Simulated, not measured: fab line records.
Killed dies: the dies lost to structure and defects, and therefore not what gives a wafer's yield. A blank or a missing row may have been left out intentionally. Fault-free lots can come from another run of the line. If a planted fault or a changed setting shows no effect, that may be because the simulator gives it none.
Which tool did it? | flow nandHarc | at 1 step of a route of 1302, 24 lots with 72 wafers sampled

== WHAT THE GAUGES SHOWED, per wafer ==
NHARC_A_SLIT_CD_MEAS_21.
lot  | measured     | on       | cdNm (nm)
L074 | day 19 22:26 | cdSem-03 | 289.5 288.7 289.4
L075 | day 20 22:10 | cdSem-01 | 288.6 288.8 287.8
L078 | day 20 23:41 | cdSem-01 | 290.2 289.8 289.5
L077 | day 21 02:04 | cdSem-01 | 289.5 288.9 289.6
L079 | day 21 18:22 | cdSem-03 | 289.3 289.1 289.5
L076 | day 21 19:35 | cdSem-01 | 289.0 289.6 289.1
L080 | day 22 05:07 | cdSem-02 | 288.9 288.2 288.7
L082 | day 23 03:57 | cdSem-03 | 290.2 290.3 289.8
L081 | day 23 04:29 | cdSem-02 | 289.4 289.2 289.3
L083 | day 24 00:14 | cdSem-02 | 288.1 288.1 288.2
L084 | day 24 12:42 | cdSem-02 | 289.3 289.6 289.8
L085 | day 24 14:29 | cdSem-03 | 288.9 288.9 289.2
L086 | day 25 06:35 | cdSem-02 | 288.4 289.2 289.2
L087 | day 25 11:11 | cdSem-03 | 289.4 288.8 289.2
L089 | day 26 03:29 | cdSem-01 | 290.1 289.4 289.9
L088 | day 26 09:20 | cdSem-03 | 289.7 290.1 290.3
L090 | day 27 08:50 | cdSem-01 | 290.1 289.9 290.4
L091 | day 27 12:34 | cdSem-03 | 289.7 289.8 290.1
L092 | day 27 18:47 | cdSem-03 | 290.5 290.3 290.3
L094 | day 28 06:45 | cdSem-03 | 290.7 290.1 290.3
L095 | day 28 06:46 | cdSem-02 | 290.6 289.9 290.0
L093 | day 28 21:44 | cdSem-03 | 291.0 290.0 291.1
L096 | day 28 21:56 | cdSem-01 | 289.8 289.9 289.6
L097 | day 29 14:51 | cdSem-02 | 288.5 288.7 288.5

== WHAT TOOL EACH LOT RAN ON (gives the tool, then ch and the chambers of the sampled wafers, and finally the start) ==
There is no process step in the record ahead of these readings.

== WHAT THE TOOLS THEMSELVES READ (means of the sampled wafers that have a number; where no wafer has one, the mark that the record gives instead) ==
The record holds no such reading with a usual standard deviation.

== THE ANSWER, worked out from the rows above alone ==
Rule: the usual values come from the lots themselves. The widest of any qualifying gaps counts: lots, ordered by their means at a reading, are off when they make up no more than a third of the lots, leave a main group of 4 or more, and stand apart from it by 3 or more times the standard deviation of that group's means. A main group whose means are all the same, to the digits that the tables above print for the reading, isn't used. A lot without any number at a reading at which 4 lots or more have one is off too. Where the step has rows for the other lots, those lots are counted as sound. First the gauges in route order, then the tools' own readings, where a lot's mean is used as printed above. The first step at which some lot is off is used, and at that step the reading that is off furthest; a lot without a number counts as furthest.
None of the lots is off at any reading shown; this tells nothing.

== WHAT WAS PUT IN BY THE SIMULATOR ==
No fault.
